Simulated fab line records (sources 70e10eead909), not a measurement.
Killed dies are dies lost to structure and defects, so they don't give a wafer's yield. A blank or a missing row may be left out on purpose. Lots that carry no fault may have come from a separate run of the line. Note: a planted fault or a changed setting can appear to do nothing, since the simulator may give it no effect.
Chamber matching / flow nand harc / rie diel-04 running NHARC_P_BONDPAD_STRIP_15: 4 sister chambers
The step strips in O2. 16 wafers are shown with their chamber, then 8 later ones without.

## WAFERS WITH THEIR CHAMBER
wafer=L074.1; chamber=2; throttle valve pct (%)=17.042; rf vpp V (V)=56.7; oes product au (a.u.)=0.994
wafer=L074.4; chamber=0; throttle valve pct (%)=17.028; rf vpp V (V)=57.8; oes product au (a.u.)=0.997
wafer=L074.6; chamber=0; throttle valve pct (%)=17.038; rf vpp V (V)=58.1; oes product au (a.u.)=0.988
wafer=L077.2; chamber=0; throttle valve pct (%)=17.035; rf vpp V (V)=57.1; oes product au (a.u.)=0.999
wafer=L077.3; chamber=2; throttle valve pct (%)=17.043; rf vpp V (V)=57.5; oes product au (a.u.)=1.003
wafer=L077.4; chamber=1; throttle valve pct (%)=17.044; rf vpp V (V)=57.7; oes product au (a.u.)=1.012
wafer=L081.2; chamber=1; throttle valve pct (%)=17.051; rf vpp V (V)=57.8; oes product au (a.u.)=0.987
wafer=L081.4; chamber=0; throttle valve pct (%)=17.032; rf vpp V (V)=58.1; oes product au (a.u.)=0.987
wafer=L081.5; chamber=2; throttle valve pct (%)=17.048; rf vpp V (V)=56.4; oes product au (a.u.)=0.994
wafer=L083.1; chamber=2; throttle valve pct (%)=17.028; rf vpp V (V)=59.0; oes product au (a.u.)=0.991
wafer=L083.4; chamber=0; throttle valve pct (%)=17.025; rf vpp V (V)=57.3; oes product au (a.u.)=0.991
wafer=L083.5; chamber=0; throttle valve pct (%)=17.040; rf vpp V (V)=59.1; oes product au (a.u.)=1.004
wafer=L082.3; chamber=3; throttle valve pct (%)=17.037; rf vpp V (V)=56.7; oes product au (a.u.)=0.998
wafer=L082.4; chamber=2; throttle valve pct (%)=17.039; rf vpp V (V)=57.3; oes product au (a.u.)=0.988
wafer=L082.6; chamber=3; throttle valve pct (%)=17.050; rf vpp V (V)=57.3; oes product au (a.u.)=0.997
wafer=L084.2; chamber=2; throttle valve pct (%)=17.034; rf vpp V (V)=59.0; oes product au (a.u.)=0.998

SIGNATURES (averages over the wafers above)
reading=throttle valve pct; chamber 0=17.03300; chamber 1=17.04750; chamber 2=17.03900; chamber 3=17.04350; scatter within a chamber=0.00664
reading=rf vpp V; chamber 0=57.917; chamber 1=57.750; chamber 2=57.650; chamber 3=57.000; scatter within a chamber=0.865
reading=oes product au; chamber 0=0.99433; chamber 1=0.99950; chamber 2=0.99467; chamber 3=0.99750; scatter within a chamber=0.00753
Rule: a wafer lies at a distance from a chamber equal to the root of the sum of squares, over the readings, of (its reading less the chamber's mean, divided by the reading's scatter). If the next closest chamber is less than 2 further off than the closest, the wafer can't be placed; otherwise it belongs to the closest. The scatter: the root of (the sum of the squares of (reading less its chamber's mean) over the shown wafers, divided by (wafers less chambers)).

## WAFERS WITH NO CHAMBER GIVEN
wafer=L084.3; throttle valve pct (%)=17.050; rf vpp V (V)=57.6; oes product au (a.u.)=0.994
wafer=L084.5; throttle valve pct (%)=17.036; rf vpp V (V)=57.8; oes product au (a.u.)=0.994
wafer=L090.1; throttle valve pct (%)=17.039; rf vpp V (V)=57.2; oes product au (a.u.)=0.988
wafer=L090.3; throttle valve pct (%)=17.045; rf vpp V (V)=58.3; oes product au (a.u.)=0.995
wafer=L090.5; throttle valve pct (%)=17.050; rf vpp V (V)=58.7; oes product au (a.u.)=0.992
wafer=L093.1; throttle valve pct (%)=17.029; rf vpp V (V)=56.9; oes product au (a.u.)=0.998
wafer=L093.4; throttle valve pct (%)=17.051; rf vpp V (V)=57.5; oes product au (a.u.)=1.011
wafer=L093.5; throttle valve pct (%)=17.027; rf vpp V (V)=57.6; oes product au (a.u.)=0.993

## EACH ONE'S CHAMBER
wafer=L084.3; from the rows above=can't be placed: 1 or 3 or 2 or 0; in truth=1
wafer=L084.5; from the rows above=can't be placed: 0 or 2 or 3 or 1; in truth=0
wafer=L090.1; from the rows above=can't be placed: 2 or 3 or 0 or 1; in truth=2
wafer=L090.3; from the rows above=can't be placed: 1 or 2 or 3 or 0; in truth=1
wafer=L090.5; from the rows above=can't be placed: 1 or 2 or 3 or 0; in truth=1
wafer=L093.1; from the rows above=can't be placed: 0 or 2 or 3 or 1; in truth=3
wafer=L093.4; from the rows above=can't be placed: 1 or 3 or 2 or 0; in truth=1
wafer=L093.5; from the rows above=can't be placed: 0 or 2 or 3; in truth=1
Correctly placed: 0 of 8. Not placeable from these rows: 8 (in 7, the candidates include the true chamber). 0 placed wrongly.
